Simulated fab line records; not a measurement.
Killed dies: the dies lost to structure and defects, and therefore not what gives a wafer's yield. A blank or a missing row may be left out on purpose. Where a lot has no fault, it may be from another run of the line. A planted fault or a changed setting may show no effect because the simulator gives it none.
fab line records    flow nandHarc
record: lots: 14  wafers: 42  lastDay: 34
route steps=1302 shown A_DECK1_JOINT@527 A_ONON_D2@545 END@1302
lots that met no fault: from a run of the same line without faults
startH: start of the lot's first displayed wafer, in hours after the record's first day    waitH: how many hours have passed since the lot's step before this one    " as in the row above    L1.1+2: one row covering several wafers at once    - value missing, or start not given    * or withheld: withheld    < > ~ a bound
route shown NAME@n: NAME is a module with steps in the file, n the number in the route of the first one    usual: mean and standard deviation over wafers with no fault    same: alike in all rows    chamber/n: place in a boat    sites: the reading at each site    _std_site: standard deviation across them    _edge_site: the outer-site mean with the inner-site mean subtracted    radiusMm: how far each site lies from the wafer's centre    mask NAME#n: copy n    behind: the most recent tool/chamber to have shaped the wafer    hold: why the lot was held/for how many hours/how that ended    device: the n, p or np transistor that did not switch    end of line: the tests these same wafers got at the end of their route    for a step that has no rows: nothing shown but its recipe    killed: count of dies lost to structure and defects at first sort (not the wafer's yield)    map: the dies of a wafer, with x for killed, . for not killed, _ for no die there
set.NAME: the setting the step ran with; set.NAME@STEP: the setting that earlier step ran with    model.NAME: the simulator's own value behind a step, which no gauge read
a sample of lots followed through the steps of the route, with each step as a table and each wafer as a row
services: the hour from which a tool's chamber was out of use, counted from the record's first day as startH (under 0 if before that day), plus the number of hours and why
== steps ==
step: NHARC_A_DECK1_JOINT_CMP_13
recipe: targetThkNm: 51.023
usual: motorCurrentA: 12.0/0.82  slurryFilterDpKPa: 13.49/0.16  timeToEndpointS: 9.6/1.9
lot.wafer  tool    chamber  startH  waitH  motorCurrentA  slurryFilterDpKPa  timeToEndpointS
L243.4     cmp-03  3        245.48  0.4    12.7           13.30              8.0
L243.5     "       3        "       "      11.9           13.68              8.1
L243.6     "       0        "       "      13.0           13.24              8.8
L245.1     cmp-04  2        265.79  0.4    12.7           13.30              8.3
L245.2     "       3        "       "      10.7           13.47              6.8
L245.5     "       3        "       "      11.2           13.69              7.6
L246.1     cmp-04  0        279.83  0.4    11.9           13.38              13.2
L246.4     "       1        "       "      12.0           13.65              7.3
L246.6     "       3        "       "      10.3           13.53              8.9
L250.3     cmp-03  1        308.39  0.4    13.0           13.24              9.6
L250.1     "       3        "       "      12.6           13.39              12.6
L250.5     "       2        "       "      11.0           13.77              9.3
L252.4     cmp-01  2        327.96  0.4    11.1           13.37              9.5
L252.1     "       3        "       "      11.8           13.67              9.7
L252.2     "       0        "       "      13.3           13.29              11.6
L254.3     cmp-04  3        354.00  0.4    11.2           13.72              6.7
L254.6     "       3        "       "      11.7           13.37              7.6
L254.5     "       0        "       "      11.0           13.49              6.8
L255.2     cmp-04  0        372.85  0.4    10.5           13.43              10.2
L255.6     "       2        "       "      12.8           13.53              6.7
L255.5     "       3        "       "      10.9           13.32              7.4
L256.1     cmp-01  1        377.01  0.4    11.7           13.36              10.1
L256.5     "       3        "       "      11.4           13.34              11.7
L256.6     "       0        "       "      13.0           13.45              11.5
L260.3     cmp-03  1        413.92  0.4    12.6           13.65              11.0
L260.1     "       2        "       "      11.5           13.15              5.6
L260.5     "       1        "       "      12.7           13.50              12.3
L263.4     cmp-03  3        448.14  0.4    12.5           13.49              9.9
L263.2     "       1        "       "      12.4           13.80              9.4
L263.5     "       3        "       "      12.6           13.62              6.7
L262.2     cmp-01  1        451.88  0.4    11.7           13.76              8.7
L262.5     "       1        "       "      12.0           13.55              9.3
L262.6     "       2        "       "      10.8           13.69              7.0
L264.3     cmp-03  0        451.90  0.4    13.5           13.83              8.7
L264.1     "       1        "       "      12.8           13.31              7.7
L264.6     "       0        "       "      13.3           13.77              7.9
L265.1     cmp-04  2        466.20  0.4    13.5           13.37              8.8
L265.3     "       3        "       "      10.9           13.45              9.4
L265.2     "       0        "       "      11.0           13.44              12.5
L266.3     cmp-03  3        475.23  0.4    13.1           13.36              10.7
L266.1     "       1        "       "      13.4           13.65              13.5
L266.2     "       2        "       "      11.4           13.53              9.9
step: NHARC_A_DECK1_JOINT_THK_MEAS_17
recipe: thkMeasGauge: ellipsometry
usual: thkNm: 45.1/1.2
lot.wafer  tool          chamber  startH  waitH  thkNm
L243.4     filmMetro-01  -        270.79  0.2    46.4
L243.5     "             -        "       "      44.9
L243.6     "             -        "       "      48.5
L245.1     filmMetro-01  -        289.44  0.2    44.3
L245.2     "             -        "       "      45.1
L245.5     "             -        "       "      45.4
L246.1     filmMetro-02  -        304.35  0.2    45.3
L246.4     "             -        "       "      44.0
L246.6     "             -        "       "      46.0
L250.1     filmMetro-01  -        331.91  0.2    45.7
L250.3     "             -        "       "      46.0
L250.5     "             -        "       "      46.1
L252.1     filmMetro-01  -        351.44  0.2    44.4
L252.2     "             -        "       "      45.0
L252.4     "             -        "       "      45.8
L254.3     filmMetro-01  -        379.23  0.3    45.2
L254.5     "             -        "       "      47.5
L254.6     "             -        "       "      46.4
L256.1     filmMetro-01  -        397.77  0.2    44.8
L256.5     "             -        "       "      44.4
L256.6     "             -        "       "      44.2
L255.2     filmMetro-02  -        397.81  0.2    46.0
L255.5     "             -        "       "      47.1
L255.6     "             -        "       "      47.3
L260.1     filmMetro-02  -        440.01  0.3    42.8
L260.3     "             -        "       "      42.9
L260.5     "             -        "       "      44.1
L264.1     filmMetro-02  -        472.67  0.2    43.0
L264.3     "             -        "       "      45.0
L264.6     "             -        "       "      47.9
L263.2     filmMetro-01  -        472.76  0.2    44.6
L263.4     "             -        "       "      44.7
L263.5     "             -        "       "      45.7
L262.2     filmMetro-02  -        472.84  0.3    45.4
L262.5     "             -        "       "      45.0
L262.6     "             -        "       "      44.5
L265.1     filmMetro-01  -        489.95  0.2    44.3
L265.2     "             -        "       "      45.9
L265.3     "             -        "       "      45.5
L266.1     filmMetro-01  -        504.79  0.2    42.7
L266.2     "             -        "       "      44.9
L266.3     "             -        "       "      43.7
step: NHARC_A_ONON_D2_DEP_00
recipe: targetThkA: 10000  n2FlowSccm: 2750  n2oFlowSccm: 2000  nh3FlowSccm: 500  sih4FlowSccm: 210  tempC: 400
lot.wafer   tool          chamber  startH  waitH
L243.4+5+6  pecvdOnon-03  0        271.06  0.2
L245.1+2+5  pecvdOnon-03  0        289.54  0.1
L246.1+4+6  pecvdOnon-03  0        304.45  0.1
L250.1+3+5  pecvdOnon-03  0        332.01  0.1
L252.1+2+4  pecvdOnon-03  0        351.54  0.1
L254.3+5+6  pecvdOnon-03  0        379.45  0.2
L256.1+5+6  pecvdOnon-03  0        397.88  0.1
L255.2+5+6  pecvdOnon-02  0        397.97  0.1
L260.1+3+5  pecvdOnon-02  0        440.11  0.1
L264.1+3+6  pecvdOnon-03  0        472.77  0.1
L263.2+4+5  pecvdOnon-02  0        472.94  0.1
L262.2+5+6  pecvdOnon-01  0        473.00  0.1
L265.1+2+3  pecvdOnon-03  0        490.06  0.1
L266.1+2+3  pecvdOnon-03  0        504.90  0.1
step: NHARC_A_ONON_D2_THK_MEAS_02
recipe: thkMeasGauge: ellipsometry
usual: thkNm: 1002/10
lot.wafer  tool          chamber  startH  waitH  thkNm
L243.4     filmMetro-01  -        271.40  -      1006
L243.5     "             -        "       "      1009
L243.6     "             -        "       "      1006
L245.1     filmMetro-01  -        290.05  -      985
L245.2     "             -        "       "      984
L245.5     "             -        "       "      983
L246.1     filmMetro-02  -        304.96  -      977
L246.4     "             -        "       "      978
L246.6     "             -        "       "      976
L250.1     filmMetro-01  -        332.52  -      1005
L250.3     "             -        "       "      1005
L250.5     "             -        "       "      1005
L252.1     filmMetro-02  -        352.05  -      1007
L252.2     "             -        "       "      1008
L252.4     "             -        "       "      1008
L254.3     filmMetro-01  -        379.85  -      1609
L254.5     "             -        "       "      1608
L254.6     "             -        "       "      1610
L256.1     filmMetro-02  -        398.39  -      1592
L256.5     "             -        "       "      1591
L256.6     "             -        "       "      1592
L255.2     filmMetro-01  -        398.44  -      1006
L255.5     "             -        "       "      1007
L255.6     "             -        "       "      1007
L260.1     filmMetro-02  -        440.62  -      990
L260.3     "             -        "       "      992
L260.5     "             -        "       "      993
L264.1     filmMetro-02  -        473.28  -      1003
L264.3     "             -        "       "      1004
L264.6     "             -        "       "      1004
L263.2     filmMetro-01  -        473.39  -      998
L263.4     "             -        "       "      996
L263.5     "             -        "       "      996
L262.2     filmMetro-02  -        473.46  -      1005
L262.5     "             -        "       "      1004
L262.6     "             -        "       "      1005
L265.1     filmMetro-02  -        490.56  -      996
L265.2     "             -        "       "      994
L265.3     "             -        "       "      995
L266.1     filmMetro-01  -        505.41  -      1010
L266.2     "             -        "       "      1009
L266.3     "             -        "       "      1010
step: NHARC_END_SORT_01
recipe: tempC: 25
usual: killedAtArray: 52/18  killedAtOther: 0.6/0.83  killedAtPeriphery: 4.3/2.8  killedDies: 57/19  killedOpen: 3.4/2  killedShort: 2.5/1.7
same: grossDies: 677
lot.wafer  tool       chamber  startH  waitH  killedAtArray  killedAtOther  killedAtPeriphery  killedDies  killedOpen  killedShort
L254.3     prober-02  0        660.02  3.1    671            1              5                  677         3           2
L254.5     prober-02  0        661.60  3.7    670            0              7                  677         2           1
L254.6     prober-02  0        662.39  4.0    669            1              7                  677         6           1
L256.1     prober-02  0        688.22  2.5    673            1              3                  677         5           4
L256.5     prober-02  0        691.41  3.7    676            0              1                  677         1           2
L256.6     prober-02  0        692.21  4.0    676            0              1                  677         3           0
killed by level:class
L254.3 A_ONON_D2:areaDep=598 A_CHANNEL_HOLE_D1:chamberFilmFlake=38 A_SLIT:chamberFilmFlake=16 A_CONTACT:chamberFilmFlake=6 A_CHANNEL_HOLE_D2:chamberFilmFlake=5 P_STI:chamberFilmFlake=4 A_CHANNEL_FILL_D1:geometricParticle:short=1 A_DECK1_JOINT:geometricParticle:short=1
L254.5 A_ONON_D2:areaDep=596 A_CHANNEL_HOLE_D1:chamberFilmFlake=38 A_SLIT:chamberFilmFlake=15 A_CHANNEL_HOLE_D2:chamberFilmFlake=10 A_CONTACT:chamberFilmFlake=4 P_STI:chamberFilmFlake=2 P_BONDPAD:chamberFilmFlake=2 A_CHANNEL_FILL_D1:chamberFilmFlake=2
L254.6 A_ONON_D2:areaDep=598 A_CHANNEL_HOLE_D1:chamberFilmFlake=32 A_SLIT:chamberFilmFlake=19 A_CONTACT:chamberFilmFlake=7 A_CHANNEL_HOLE_D2:chamberFilmFlake=6 A_DECK1_JOINT:geometricParticle:open=2 A_M0:geometricParticle:open=2 P_STI:chamberFilmFlake=2
L256.1 A_ONON_D2:areaDep=644 A_CHANNEL_HOLE_D2:chamberFilmFlake=12 A_CHANNEL_HOLE_D1:chamberFilmFlake=4 A_STAIRCASE:chamberFilmFlake=3 A_SLIT:chamberFilmFlake=3 A_CHANNEL_FILL_D1:geometricParticle:short=2 P_GATE:geometricParticle:short=1 P_CONTACT:geometricParticle:open=1
L256.5 A_ONON_D2:areaDep=658 A_CHANNEL_HOLE_D2:chamberFilmFlake=10 A_CHANNEL_HOLE_D1:chamberFilmFlake=2 A_CHANNEL_HOLE_D2:geometricParticle:short=1 A_CHANNEL_FILL_D2:geometricParticle:short=1 A_WL_FILL:geometricParticle:open=1 P_M0:chamberFilmFlake=1 A_CHANNEL_FILL_D1:chamberFilmFlake=1
L256.6 A_ONON_D2:areaDep=650 A_CHANNEL_HOLE_D2:chamberFilmFlake=6 A_CHANNEL_HOLE_D1:chamberFilmFlake=4 A_SLIT:chamberFilmFlake=4 A_CHANNEL_FILL_D1:chamberFilmFlake=3 A_STAIRCASE:chamberFilmFlake=3 A_CONTACT:chamberFilmFlake=2 P_M0:geometricParticle:open=1
== services ==
tool          chamber  startH  hours  kind
pecvdOnon-03  -        227.00  13.0   pm
cmp-01        -        227.44  2.1    repair
cmp-03        -        234.10  1.0    repair
cmp-03        -        236.70  0.3    repair
cmp-04        -        242.07  2.6    repair
cmp-03        -        257.89  0.4    repair
cmp-03        -        260.09  4.0    pm
cmp-01        -        283.68  4.0    pm
cmp-04        -        287.24  10.4   repair
cmp-03        -        303.48  0.4    repair
cmp-01        -        303.94  0.9    repair
cmp-04        -        308.60  4.0    pm
cmp-03        -        358.09  4.0    pm
cmp-04        -        362.18  3.9    repair
pecvdOnon-02  -        366.09  13.0   pm
cmp-04        -        406.60  4.0    pm
pecvdOnon-03  -        408.00  13.0   pm
cmp-04        -        418.70  2.1    repair
cmp-04        -        424.79  1.0    repair
cmp-04        -        440.81  4.5    repair
cmp-03        -        456.09  4.0    pm
cmp-03        -        481.24  2.1    repair
cmp-04        -        490.84  2.9    repair
cmp-04        -        504.60  4.0    pm
== key ==
firstSign: step: NHARC_A_ONON_D2_THK_MEAS_02  reading: thkNm  direction: up  sigmas: 59  usual: 1002  struck: 1600
effect: step: NHARC_END_SORT_01  reading: killedAtArray  direction: up  sigmas: 34  usual: 52  struck: 672
moreKillsBornAt: NHARC_A_ONON_D2_DEP_00@pecvdOnon-03: 3744
metAt NHARC_A_ONON_D2_DEP_00
struckLots L254,L256
struckWafers L254.3,L254.5,L254.6,L256.1,L256.5,L256.6
laterRowsLeftOut L254.3,L254.5,L254.6,L256.1,L256.5,L256.6
testerLeftOut L254,L256
notActingAt NHARC_A_DECK1_JOINT_CMP_13,NHARC_A_DECK1_JOINT_THK_MEAS_17
onsetBetween 351.54 379.45
fault: kind: processParameterDrift  tool: pecvdOnon-03  chamber: 0  onsetH: 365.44  steps: NHARC_A_ONON_D2_DEP_00  channel: targetThkA  offset: *  shape: step  endH: 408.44  actsIn: *  stated: *
testerLeftOut: of these lots the tester's yield and bins aren't shown, on N5 and GAA mostly nor the transistor test; their killed dies are dies lost to structure and defects alone, not to doping, threshold or leakage, so they don't give the yield
laterRowsLeftOut: the simulator's readings of these wafers behind a module that went badly wrong aren't trusted and aren't shown, but for the sort
